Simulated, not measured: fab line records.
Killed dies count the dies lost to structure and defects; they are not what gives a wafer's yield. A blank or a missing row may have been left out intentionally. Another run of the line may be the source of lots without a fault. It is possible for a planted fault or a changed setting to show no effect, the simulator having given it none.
fab line records	flow n5-finfet
record lots=7	wafers=39
route steps=1938 shown DUMMY_GATE@228 SD_EPI_N@279 SD_EPI_P@321 HKMG_FIN@402 GATE_CUT@500 MOL_CONTACT_COAG@581 BEOL_M4@1111
start-h: the number of hours between the record's first day and the start of the first shown wafer of the lot	wait-h: time in hours since the lot's previous step	" the same as in the row above	L1.1+2: a row that stands for several wafers	- no value, or no start was given	* or withheld: withheld	< > ~ a bound
route shown NAME@n: NAME is a module with steps in the file, n the number in the route of the first one	usual: mean/standard deviation taken from wafers without a fault	same: alike in all rows	chamber/n: place in a boat	sites: per-site readings	_std_site: how widely they spread, as a standard deviation	_edge_site: the outer-site mean with the inner-site mean subtracted	radius-mm: how far each site lies from the wafer's centre	mask NAME#n: copy n	behind: the last tool/chamber to shape the wafer	hold: why the lot went on hold/how many hours it stayed there/how the hold came to an end	device: the n, p or np transistor that did not switch	end of line: the same wafers' tests at the end of the route	a step without rows: its recipe alone	killed: the dies lost at the first sort to structure and to defects; this is not the yield of the wafer	map: a wafer's dies, x killed, . not, _ none there
set.NAME: the setting as run; set.NAME@STEP: as run at that earlier step	model.NAME: the simulator's own value behind a step, which no gauge read
lots run with intentionally changed settings; tables by step, rows by wafer
## steps
# step N5_DUMMY_GATE_EXPOSE_12
# recipe mask-id=GATE	na=0.33	source-shape=annular	sigma-inner=0.2	sigma-outer=0.6	polarization=unpolarized	target-cd-nm=25	dose-mj=34
# step N5_SD_EPI_N_ETCH_16
# recipe chemistry=CHF3/O2	target=SiO2	target-depth-a=50	mask-material=SOC	pressure-mtorr=30	source-w=650	bias-w=170	Ar_flow_sccm=200	CHF3_flow_sccm=50	O2_flow_sccm=5	ion-energy-ev=200
# step N5_SD_EPI_P_EPI_21
# recipe material=SiGe:B	dopant=B	temp-c=550	pressure-torr=20	ambient=H2	time-s=355
# step N5_HKMG_FIN_ETCH_54
# recipe chemistry=CF4	target=SiARC	target-depth-a=455	mask-material=CAR-ArF	time-s=75.8	ion-energy-ev=80	pressure-mtorr=40	source-w=545	bias-w=36	Ar_flow_sccm=100	cf4-flow-sccm=100	ends=cleared
# step N5_HKMG_FIN_CVD_62
# recipe material=a-Si	target-thk-a=30	temp-c=500	precursor=Si2H6	pressure-torr=1	time-s=20.8
# step N5_HKMG_FIN_ETCH_32
# recipe chemistry=N2/H2	target=SOC	target-depth-a=2400	temp-c=40	time-s=300	ion-energy-ev=200	mask-material=SiARC	pressure-mtorr=30	source-w=840	bias-w=150	n2-flow-sccm=200	h2-flow-sccm=200
# step N5_GATE_CUT_CUT_ETCH_53
# recipe chemistry=SF6/Cl2	target=W	mask-material=SiO2	target-depth-a=792	pressure-mtorr=8	icp-w=900	bias-w=80	SF6_flow_sccm=40	Cl2_flow_sccm=60	ends=cleared
# step N5_MOL_CONTACT_COAG_ETCH_91
# recipe chemistry=N2/H2	target=SOC	target-depth-a=600	overetch-a=210	mask-material=SiARC	temp-c=40	time-s=101.2	ion-energy-ev=200	pressure-mtorr=30	source-w=840	bias-w=150	n2-flow-sccm=200	h2-flow-sccm=200
# step N5_BEOL_M4_RC_MEAS_101
# usual DIBL_N=36.0/1.9	DIBL_P=36.0/2.1	IOFF_P=0.20/0.032	IOFF_P_85C=3.6/0.48	RS_SD_P=66.0/0.98
lot.wafer	tool	chamber	start-h	wait-h	set.dose-mj@DUMMY_GATE_EXPOSE_12	set.target-depth-a@SD_EPI_N_ETCH_16	set.time-s@SD_EPI_P_EPI_21	set.cf4-flow-sccm@HKMG_FIN_ETCH_54	set.target-thk-a@HKMG_FIN_CVD_62	set.target-depth-a@HKMG_FIN_ETCH_32	set.icp-w@GATE_CUT_CUT_ETCH_53	set.target-depth-a@MOL_CONTACT_COAG_ETCH_91	DIBL_N[mV/V]	DIBL_P[mV/V]	IOFF_P[nA/um]	IOFF_P_85C[nA/um]	RS_SD_P[ohm/sq]
L078.1	prober-01	0	209.97	0.0	36.27	50	355	100	30	2400	900	600	40.7	40.8	0.30	4.9	67.4
L078.2	"	0	"	"	34	50	355	79.71	30	2588	997.3	600	34.8	34.1	0.19	3.3	66.1
L078.3	"	0	"	"	36.27	50	355	79.71	30	2400	900	523	41.0	40.2	0.29	4.9	66.6
L078.4	"	0	"	"	34	47.91	355	79.71	30	2588	900	600	36.4	36.0	0.21	3.7	67.2
L078.5	"	0	"	"	34	47.91	355	100	30	2400	997.3	523	36.1	35.1	0.20	3.5	66.7
L078.6	"	0	"	"	36.27	47.91	355	100	30	2588	997.3	523	39.7	39.6	0.27	4.6	66.4
L079.1	prober-02	0	214.31	0.0	34	50	355	100	26.58	2509	900	552.6	40.1	40.3	0.28	4.7	65.6
L079.2	"	0	"	"	34	45.27	355	122.5	26.58	2509	900	600	38.9	38.9	0.26	4.4	65.2
L079.3	"	0	"	"	34	45.27	355	100	30	2400	900	552.6	40.6	39.6	0.27	4.5	64.9
L079.4	"	0	"	"	34	50	377.9	122.5	26.58	2400	900	600	39.3	39.2	0.27	4.5	63.0
L079.5	"	0	"	"	34	45.27	377.9	100	30	2509	900	600	41.7	41.4	0.31	5.1	61.9
L079.6	"	0	"	"	34	50	377.9	122.5	30	2400	900	552.6	39.9	39.1	0.27	4.4	63.4
L085.1	prober-01	0	237.95	0.0	34	50	313.7	100	30	2318	900	556.8	35.5	35.2	0.19	3.3	72.0
L085.2	"	0	"	"	34	44.79	313.7	100	32.91	2318	900	600	37.3	36.9	0.18	3.3	72.4
L085.3	"	0	"	"	34	44.79	313.7	100	32.91	2400	900	556.8	34.5	33.9	0.15	2.8	71.0
L085.4	"	0	"	"	34	50	355	100	32.91	2400	900	600	34.5	33.2	0.16	2.9	66.2
L085.5	"	0	"	"	34	50	355	100	30	2400	900	556.8	35.9	34.7	0.19	3.4	65.4
L085.6	"	0	"	"	34	44.79	355	100	30	2318	900	600	35.1	34.4	0.19	3.4	66.1
L083.1	prober-01	0	240.97	0.0	36.58	50	355	100	30	2400	900	564.1	40.1	42.1	0.30	4.9	65.4
L083.2	"	0	"	"	34	50	355	100	30	2625	971.3	600	32.8	32.3	0.15	2.8	65.9
L083.3	"	0	"	"	36.58	50	426.9	100	30	2625	900	600	39.9	41.8	0.33	5.3	57.4
L083.4	"	0	"	"	34	50	426.9	111.4	30	2400	971.3	564.1	34.6	35.8	0.22	3.7	57.2
L083.5	"	0	"	"	34	50	355	111.4	30	2625	900	564.1	33.4	34.6	0.18	3.2	65.0
L083.6	"	0	"	"	36.58	50	426.9	111.4	30	2400	971.3	600	38.2	39.3	0.26	4.4	57.3
L087.1	prober-01	0	246.50	0.0	34	50	315.2	100	31.7	2400	835.9	600	34.5	34.6	0.15	2.7	71.8
L087.2	"	0	"	"	34	55.19	355	100	31.7	2400	900	537.6	34.3	34.8	0.18	3.1	66.8
L087.3	"	0	"	"	34	55.19	355	123.3	31.7	2400	835.9	537.6	35.9	36.1	0.19	3.4	66.4
L087.4	"	0	"	"	34	50	355	123.3	30	2400	835.9	600	34.2	34.0	0.17	3.0	65.8
L087.5	"	0	"	"	34	50	315.2	100	30	2400	900	600	37.2	37.1	0.20	3.5	71.5
L087.6	"	0	"	"	34	55.19	315.2	123.3	30	2400	900	537.6	35.7	36.2	0.18	3.2	72.9
L090.1	prober-02	0	279.51	0.0	34	50	310	120.9	30	2540	900	600	37.1	37.4	0.17	3.0	72.7
L090.2	"	0	"	"	36.19	43.54	310	100	28.79	2540	900	600	37.8	40.0	0.21	3.5	72.5
L090.3	"	0	"	"	36.19	50	355	100	28.79	2400	900	600	39.7	40.8	0.24	3.9	66.8
L090.4	"	0	"	"	34	43.54	310	120.9	28.79	2400	900	600	38.4	40.1	0.21	3.5	73.8
L090.5	"	0	"	"	36.19	43.54	355	120.9	30	2540	900	600	43.6	45.6	0.34	5.3	66.0
L090.6	"	0	"	"	34	50	355	100	30	2400	900	600	35.8	35.8	0.17	2.9	65.6
L093.1	prober-02	0	288.05	0.0	34	50	355	100	30	2400	900	600	35.9	37.5	0.22	3.9	64.1
L093.3	"	0	"	"	34	50	355	100	30	2400	900	600	32.9	34.1	0.18	3.2	65.0
L093.4	"	0	"	"	34	50	355	100	30	2400	900	600	35.1	37.0	0.22	3.9	64.5
## key
split step=N5_DUMMY_GATE_EXPOSE_12	setting=dose-mj	stated-as=34
response step=N5_BEOL_M4_RC_MEAS_101	reading=DIBL_P	slope=+0.749	per=1%	together-with=all	explained=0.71
response step=N5_BEOL_M4_RC_MEAS_101	reading=DIBL_N	slope=+0.63	per=1%	together-with=all	explained=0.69
response step=N5_BEOL_M4_RC_MEAS_101	reading=IOFF_P_85C	slope=+0.167	per=1%	together-with=all	explained=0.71
response step=N5_BEOL_M4_RC_MEAS_101	reading=IOFF_P	slope=+0.0117	per=1%	together-with=all	explained=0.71
split step=N5_SD_EPI_N_ETCH_16	setting=target-depth-a	stated-as=50
response none clear
split step=N5_SD_EPI_P_EPI_21	setting=time-s	stated-as=355
response step=N5_BEOL_M4_RC_MEAS_101	reading=RS_SD_P	slope=-0.478	per=1%	together-with=all	explained=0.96
split step=N5_HKMG_FIN_ETCH_54	setting=cf4-flow-sccm	stated-as=100
response none clear
split step=N5_HKMG_FIN_CVD_62	setting=target-thk-a	stated-as=30
response none clear
split step=N5_HKMG_FIN_ETCH_32	setting=target-depth-a	stated-as=2400
response none clear
split step=N5_GATE_CUT_CUT_ETCH_53	setting=icp-w	stated-as=900
response none clear
split step=N5_MOL_CONTACT_COAG_ETCH_91	setting=target-depth-a	stated-as=600
response none clear
